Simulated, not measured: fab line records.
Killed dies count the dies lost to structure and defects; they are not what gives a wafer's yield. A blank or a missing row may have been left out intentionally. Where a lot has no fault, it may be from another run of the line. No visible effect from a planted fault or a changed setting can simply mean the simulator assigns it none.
Matching of chambers    flow n5_finfet    rie_diel-05 running N5_ZERO_LAYER_ETCH_17: 4 sister chambers
The step etches SiO2 in CF4, target depth 12 nm, time 13.3 s. 4 wafers are shown with their chamber, then 11 later ones without.

## WAFERS WITH THEIR CHAMBER
wafer   chamber  showerhead_plenum_p_Torr (Torr)
L081.3  1        2.19
L083.1  0        2.13
L083.6  3        2.15
L084.1  2        2.12

## WAFERS WITH NO CHAMBER GIVEN
wafer   showerhead_plenum_p_Torr (Torr)
L084.2  2.15
L084.4  2.19
L086.1  2.13
L086.4  2.14
L086.6  2.14
L088.2  2.13
L088.4  2.11
L088.5  2.18
L092.1  2.13
L092.2  2.18
L092.5  2.13

## CHAMBER TAKEN BY EACH
wafer   from the rows above           in truth
L084.2  3                             3
L084.4  1                             1
L086.1  can't be placed: 0 or 2       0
L086.4  can't be placed: 3 or 0 or 2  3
L086.6  can't be placed: 3 or 0 or 2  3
L088.2  can't be placed: 0 or 2       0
L088.4  can't be placed: 2 or 0       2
L088.5  1                             1
L092.1  can't be placed: 0 or 2       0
L092.2  1                             1
L092.5  can't be placed: 0 or 2       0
Placed correctly: 4 of 11. From these rows, 7 cannot be placed; in 7 the true chamber is one of the candidates. 0 placed wrongly.
How it was worked out, from the rows above alone: a wafer's distance from a chamber is the root of the sum, over the readings, of the square of ((its reading less the chamber's mean) divided by the reading's scatter). If the next closest chamber is less than 2 further off than the closest, the wafer can't be placed; otherwise it belongs to the closest. A chamber's mean is the mean of its shown wafers. The scatter (one wafer shown for each chamber): square how far every hidden wafer sits from the nearest shown wafer, average those squares and take the square root.
